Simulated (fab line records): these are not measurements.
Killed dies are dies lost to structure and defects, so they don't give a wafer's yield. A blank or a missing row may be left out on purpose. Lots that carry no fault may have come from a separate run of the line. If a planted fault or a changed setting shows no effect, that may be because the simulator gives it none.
Which tool did it? | flow nand_harc | Sampling: 13 lots, 39 wafers, 5 of 1159 route steps

## WHAT EACH GAUGE READ, for each wafer
NHARC_THIN_TSV_CD_MEAS_33: target cd 5000 nm.
lot  | measured     | on        | cd_nm (nm)
L348 | day 19 00:07 | cd_sem-02 | 5000.9 4996.8 4998.6
L352 | day 19 13:52 | cd_sem-03 | 5004.1 4998.9 5001.4
L354 | day 20 17:31 | cd_sem-01 | 4997.5 4999.0 5000.5
L355 | day 20 19:06 | cd_sem-01 | 5000.7 5001.1 4997.6
L361 | day 21 18:52 | cd_sem-01 | 4998.8 5000.7 4999.1
L363 | day 22 19:45 | cd_sem-02 | 4999.5 4998.9 5001.6
L364 | day 23 02:56 | cd_sem-01 | 4998.7 5002.2 5001.5
L366 | day 23 11:40 | cd_sem-02 | 5001.4 4999.3 4996.9
L367 | day 23 16:10 | cd_sem-02 | 4996.0 4999.8 5000.1
L365 | day 23 17:53 | cd_sem-03 | 5001.4 4999.7 4997.5
L369 | day 24 08:22 | cd_sem-02 | 4997.4 4997.5 4998.6
L370 | day 24 09:25 | cd_sem-03 | 4999.4 4997.7 5000.6
L371 | day 24 23:16 | cd_sem-03 | 4997.5 4997.4 5000.4

NHARC_END_SORT_01.
lot  | measured     | on        | killed_at_array | killed_at_other | killed_at_periphery | killed_dies | killed_open | killed_short
L354 | day 21 03:25 | prober-01 | 24 129 25       | 1 2 1           | 1 2 2               | 26 133 28   | 3 2 1       | 1 1 1
L355 | day 21 11:08 | prober-01 | 125 14 122      | 0 0 0           | 2 3 3               | 127 17 125  | 0 1 3       | 4 3 3

## EACH LOT AND THE TOOL THAT RAN IT (in order: tool; ch and the chambers of the sampled wafers; start)
lot  | NHARC_A_BLC_PVD_32           | NHARC_THIN_TSV_DEP_47           | NHARC_THIN_TSV_ETCH_59
L348 | pvd_sputter-03, day 17 14:15 | pecvd-03 ch 0,1, day 18 20:07   | rie_metal-01 ch 0,1, day 19 00:26
L352 | pvd_sputter-01, day 17 23:47 | pecvd-02 ch 0,2, day 19 09:50   | rie_metal-02 ch 0,1, day 19 14:12
L354 | pvd_sputter-01, day 19 04:07 | pecvd-03 ch 0,1,2, day 20 13:28 | rie_metal-03 ch 0,1, day 20 17:48
L355 | pvd_sputter-01, day 19 06:53 | pecvd-01 ch 1,2, day 20 15:00   | rie_metal-01 ch 0,1, day 20 19:26
L361 | pvd_sputter-02, day 20 07:55 | pecvd-02 ch 0,1,2, day 21 14:51 | rie_metal-03 ch 0,1, day 21 19:13
L363 | pvd_sputter-02, day 20 21:40 | pecvd-03 ch 0,2, day 22 15:28   | rie_metal-02 ch 0,1, day 22 20:02
L364 | pvd_sputter-03, day 21 10:25 | pecvd-03 ch 1,2, day 22 22:57   | rie_metal-01 ch 0,1, day 23 03:15
L366 | pvd_sputter-03, day 21 21:10 | pecvd-03 ch 1,2, day 23 07:29   | rie_metal-03 ch 0,1, day 23 11:59
L367 | pvd_sputter-02, day 22 05:41 | pecvd-03 ch 0,2, day 23 12:01   | rie_metal-02 ch 0,1, day 23 16:28
L365 | pvd_sputter-02, day 22 06:44 | pecvd-02 ch 0,1,2, day 23 13:29 | rie_metal-01 ch 0,1, day 23 18:11
L369 | pvd_sputter-02, day 22 22:09 | pecvd-01 ch 0,1,2, day 24 04:17 | rie_metal-01 ch 0,1, day 24 08:39
L370 | pvd_sputter-02, day 23 00:05 | pecvd-03 ch 0,2, day 24 05:32   | rie_metal-03 ch 0, day 24 09:42
L371 | pvd_sputter-03, day 23 09:28 | pecvd-01 ch 0,1,2, day 24 19:02 | rie_metal-01 ch 0,1, day 24 23:35
- NHARC_A_BLC_PVD_32: deposits Ti, target thk 5 nm, time 17.7 s.
- NHARC_THIN_TSV_DEP_47: deposits SiO2, target thk 200 nm.
- NHARC_THIN_TSV_ETCH_59: etches the open film in Cl2/BCl3, target depth 880 nm, time 138.1 s.

## WHAT THE TOOLS THEMSELVES READ (means of the sampled wafers that have a number; where no wafer has one, the mark that the record gives instead)
NHARC_A_BLC_PVD_32.
lot  | tool           | throttle_valve_pct (%)
L348 | pvd_sputter-03 | 30.2
L352 | pvd_sputter-01 | 29.4
L354 | pvd_sputter-01 | 30.1
L355 | pvd_sputter-01 | 30.1
L361 | pvd_sputter-02 | 30.8
L363 | pvd_sputter-02 | 31.1
L364 | pvd_sputter-03 | 29.8
L366 | pvd_sputter-03 | 29.8
L367 | pvd_sputter-02 | 30.8
L365 | pvd_sputter-02 | 30.3
L369 | pvd_sputter-02 | 30.2
L370 | pvd_sputter-02 | 30.4
L371 | pvd_sputter-03 | 30.1

NHARC_THIN_TSV_DEP_47.
lot  | tool     | throttle_valve_pct (%)
L348 | pecvd-03 | 15.7
L352 | pecvd-02 | 15.8
L354 | pecvd-03 | 16.0
L355 | pecvd-01 | 15.6
L361 | pecvd-02 | 16.1
L363 | pecvd-03 | 16.2
L364 | pecvd-03 | 15.7
L366 | pecvd-03 | 15.5
L367 | pecvd-03 | 15.7
L365 | pecvd-02 | 15.9
L369 | pecvd-01 | 16.0
L370 | pecvd-03 | 15.8
L371 | pecvd-01 | 16.0

NHARC_THIN_TSV_ETCH_59.
lot  | tool         | drypump_motor_current_A (A) | he_backside_leak_sccm (sccm) | oes_product_au (a.u.) | throttle_valve_pct (%)
L348 | rie_metal-01 | 5.6                         | 3.18                         | 1.000                 | 22.262
L352 | rie_metal-02 | 5.3                         | 3.39                         | 1.012                 | 22.259
L354 | rie_metal-03 | 5.8                         | 3.32                         | 0.997                 | 22.259
L355 | rie_metal-01 | 5.7                         | 3.22                         | 1.001                 | 22.273
L361 | rie_metal-03 | 5.9                         | 3.25                         | 0.989                 | 22.274
L363 | rie_metal-02 | 5.3                         | 3.40                         | 1.004                 | 22.263
L364 | rie_metal-01 | 5.7                         | 3.24                         | 0.993                 | 22.275
L366 | rie_metal-03 | 5.8                         | 3.21                         | 0.993                 | 22.255
L367 | rie_metal-02 | 5.7                         | 3.15                         | 1.004                 | 22.266
L365 | rie_metal-01 | 5.6                         | 3.30                         | 1.001                 | 22.259
L369 | rie_metal-01 | 5.6                         | 3.12                         | 1.002                 | 22.268
L370 | rie_metal-03 | 6.0                         | 3.29                         | 1.000                 | 22.269
L371 | rie_metal-01 | 5.6                         | 3.20                         | 1.003                 | 22.266

## THE ANSWER, worked out from the rows above alone
Rule: usual is defined by the lots themselves. Put in order of their means at a reading, lots are off if they are a third of the lots or fewer, leave a main group of 4 or more, and stand apart from it by a gap of 3 or more times the standard deviation of the main group's means; of several such gaps the widest counts. A main group whose means are all the same, to the digits that the tables above print for the reading, isn't used. A lot without any number at a reading at which 4 lots or more have one is off too. Any other lot the step has rows for is counted as sound. The gauges are gone through in route order, then the tools' own readings, and for those a lot's mean is taken as printed above. At the first step where some lot is off, the reading lying furthest off is the one used; lots without a number count as furthest.
No lot is off on any of the readings shown, so nothing can be concluded from this.

## WHAT THE SIMULATOR HAD PUT IN
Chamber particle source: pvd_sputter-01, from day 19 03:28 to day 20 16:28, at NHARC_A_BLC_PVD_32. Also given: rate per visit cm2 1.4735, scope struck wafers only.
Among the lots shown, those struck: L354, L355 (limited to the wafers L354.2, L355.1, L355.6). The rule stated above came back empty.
